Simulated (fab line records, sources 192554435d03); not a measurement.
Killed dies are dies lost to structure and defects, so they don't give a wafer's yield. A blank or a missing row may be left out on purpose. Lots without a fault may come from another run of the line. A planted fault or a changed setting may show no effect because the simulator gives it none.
One fault seen from 2 desks | flow n5_finfet | each desk has only its own numbers; what lay behind them comes last

THE METROLOGY DESK
What the gauges read, lot by lot, whatever tool the lot ran on: means of the sampled wafers that have a number. A lot is out of limits, marked OUT, if its mean lies more than 4 standard deviations from the usual mean; the brackets give that distance. Of its 10 readings 7 are shown: those that lie furthest out on some lot.
Columns: A = DIBL_N at N5_BEOL_M4_RC_MEAS_101, usual 36.0 mV/V; B = DIBL_P at N5_BEOL_M4_RC_MEAS_101, usual 35.8 mV/V; C = IOFF_N at N5_BEOL_M4_RC_MEAS_101, usual 0.15 nA/um; D = IOFF_P at N5_BEOL_M4_RC_MEAS_101, usual 0.20 nA/um; E = ION_N at N5_BEOL_M4_RC_MEAS_101, usual 670 uA/um; F = SS_P at N5_BEOL_M4_RC_MEAS_101, usual 73.2 mV/dec; G = VT_N at N5_BEOL_M4_RC_MEAS_101, usual 250 mV
lot  | first seen here | A    | B    | C    | D    | E   | F    | G
L453 | day 9 16:58     | 37.4 | 38.2 | 0.18 | 0.22 | 683 | 73.4 | 251
L456 | day 10 21:40    | 35.3 | 34.3 | 0.13 | 0.19 | 658 | 72.8 | 251
L459 | day 11 15:29    | 36.5 | 35.4 | 0.14 | 0.19 | 665 | 73.1 | 252
L463 | day 12 17:56    | 33.9 | 32.3 | 0.12 | 0.17 | 660 | 72.1 | 254
This desk's finding: nothing out of limits on any of the 4 lots.

THE TOOL OWNER'S DESK: pecvd-01
The tool's own readings at N5_BEOL_M0_SAQP_PECVD_00 (deposits SiCN from 3MS/NH3, target thk 8 nm, time 14 s): means of the sampled wafers that have a number, for each lot that ran on this tool. A lot is out of limits, marked OUT, if its mean lies more than 4 standard deviations from the usual mean; the brackets give that distance.
Columns: A = showerhead_plenum_p_Torr at N5_BEOL_M0_SAQP_PECVD_00, usual 3.654 Torr; B = throttle_valve_pct at N5_BEOL_M0_SAQP_PECVD_00, usual 8.9 %
lot  | first seen here | A     | B
L453 | day 7 06:52     | 3.645 | 9.0
L456 | day 8 03:59     | 3.646 | 8.9
L459 | day 8 16:11     | 3.641 | 8.9
This desk's finding: nothing out of limits on any of the 3 lots.

PUT TOGETHER
The metrology desk saw nothing out of limits.
The tool owner's desk saw nothing out of limits.

WHAT THE SIMULATOR HAD PUT IN
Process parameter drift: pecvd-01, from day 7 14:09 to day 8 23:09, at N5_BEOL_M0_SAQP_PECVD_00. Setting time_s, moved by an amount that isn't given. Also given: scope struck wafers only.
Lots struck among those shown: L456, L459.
